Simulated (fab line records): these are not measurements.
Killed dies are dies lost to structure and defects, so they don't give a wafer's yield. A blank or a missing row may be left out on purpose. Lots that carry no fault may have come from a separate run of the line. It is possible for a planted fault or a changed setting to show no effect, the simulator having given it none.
A lot that was struck, set against a sound lot / flow nand_harc / 15 steps out of a route of 1302
Sound: these wafers, L238.1, L238.3, L238.5. Struck: wafer L252.6; the same lot's L252.2 was not struck, so it is left out; see the end for the cause.
Per side, at each step with rows, come the tool, then ch with its chambers, and then its first start. Under that, the readings that differ: sound wafers / struck wafers / difference of the means / sigmas: that difference in standard deviations of wafers without a fault.
alike: same words and numbers on both sides, and readings whose means sit less than 2 such deviations apart. not compared: any withheld reading, any reading some wafer has no value for, any bound like >300 that may hide the same value, and any number with overlapping values for which the record gives no deviation.
Wherever a step has rows on one side only, a row that says differs or no value, or a row with sigmas, the two part there. Numbers that have no deviation but don't overlap get no sigmas and don't part them. A reading missing from all wafers of one side parts the sides only when that side holds two or more wafers.

first, 4 steps without rows for these wafers: NHARC_P_BONDPAD_EBR_05; NHARC_P_BONDPAD_EXPOSE_06 (exposes mask P BPAD); NHARC_P_BONDPAD_PEB_07 (peb time 80 s); NHARC_P_BONDPAD_DEVELOP_08 (time 50 s).
NHARC_P_BONDPAD_CD_MEAS_09: the cd target is 500 nm.
  sound on cd_sem-01 ch 0, day 7 08:39; struck on cd_sem-02 ch 0, day 13 12:44
  alike: cd_nm
NHARC_P_BONDPAD_OVL_MEAS_38:
  sound on overlay-01, day 7 08:44; struck on overlay-01, day 13 12:50
reading=overlay_y_nm (nm); sound=14 14 14; struck=-5; difference=-19; sigmas=-2
  alike: overlay_x_nm
then, 1 step without rows for these wafers: NHARC_P_BONDPAD_HARDBAKE_10 (time 65 s).
NHARC_P_BONDPAD_DESCUM_11: chemistry O2, time 3 s.
  sound on rie_diel-12 ch 0,1, day 7 08:52; struck on rie_diel-12 ch 0, day 13 12:57
  alike: drypump_motor_current_A, oes_product_au, rf_vpp_V, showerhead_plenum_p_Torr, throttle_valve_pct
  not compared: rf_hours_counter_h
NHARC_P_BONDPAD_ETCH_37: etches the open film in N2/H2, target depth 60 nm, overetch 18 nm, time 65.91 s.
  sound on rie_diel-12 ch 1,2, day 7 08:56; struck on rie_diel-12 ch 1, day 13 13:03
reading=throttle_valve_pct (%); sound=14.168 14.169 14.165; struck=14.189; difference=+0.022; sigmas=+3
  alike: drypump_motor_current_A, oes_product_au, rf_vpp_V, run_length_s, showerhead_plenum_p_Torr
  not compared: rf_hours_counter_h
NHARC_P_BONDPAD_ETCH_12: etches the open film in CHF3/O2, target depth 200 nm, time 100 s.
  sound on rie_diel-12 ch 0,1; struck on rie_diel-12 ch 1
  alike: drypump_motor_current_A, oes_product_au, rf_vpp_V, run_length_s, showerhead_plenum_p_Torr, throttle_valve_pct
  not compared: rf_hours_counter_h
NHARC_P_BONDPAD_CD_MEAS_13:
  sound on cd_sem-02, day 7 09:10; struck on cd_sem-02, day 13 13:16
  alike: cd_nm
NHARC_P_BONDPAD_STRIP_15: strips in O2.
  sound on rie_diel-01 ch 0,1,2, day 7 09:17; struck on rie_diel-01 ch 1, day 13 13:20
reading=rf_vpp_V (V); sound=59.3 57.6 56.9; struck=56.0; difference=-1.9; sigmas=-2
  alike: drypump_motor_current_A, oes_product_au, showerhead_plenum_p_Torr, throttle_valve_pct
  not compared: rf_hours_counter_h
NHARC_P_BONDPAD_ETCH_24: etches the open film in CF4/N2, target depth 30 nm, time 72.99 s.
  sound on rie_diel-01 ch 0,1,3, day 7 09:25; struck on rie_diel-01 ch 0, day 13 13:31
reading=run_length_s (s); sound=94.3 94.1 93.6; struck=103.3; difference=+9.3; sigmas=+18
  alike: cf4_flow_sccm, drypump_motor_current_A, oes_product_au, rf_vpp_V, showerhead_plenum_p_Torr, throttle_valve_pct
  not compared: rf_hours_counter_h
then, 1 step without rows for these wafers: NHARC_P_BONDPAD_STRIP_16 (strips in post etch residue remover, time 600 s).
-- break in the record here, with 18 days between the starts of the struck wafers on either side (left off in module P_BONDPAD, picked up again in module END, where the first step shown is number 1302 on the route) --
NHARC_END_SORT_01:
  only the struck wafers appear in the record here, on prober-01 ch 0 at day 31 07:41; the sound ones have no rows

## WHERE THEY PART
First at NHARC_P_BONDPAD_OVL_MEAS_38; last, within this record, at NHARC_END_SORT_01.

WHY: the cause the simulator had injected
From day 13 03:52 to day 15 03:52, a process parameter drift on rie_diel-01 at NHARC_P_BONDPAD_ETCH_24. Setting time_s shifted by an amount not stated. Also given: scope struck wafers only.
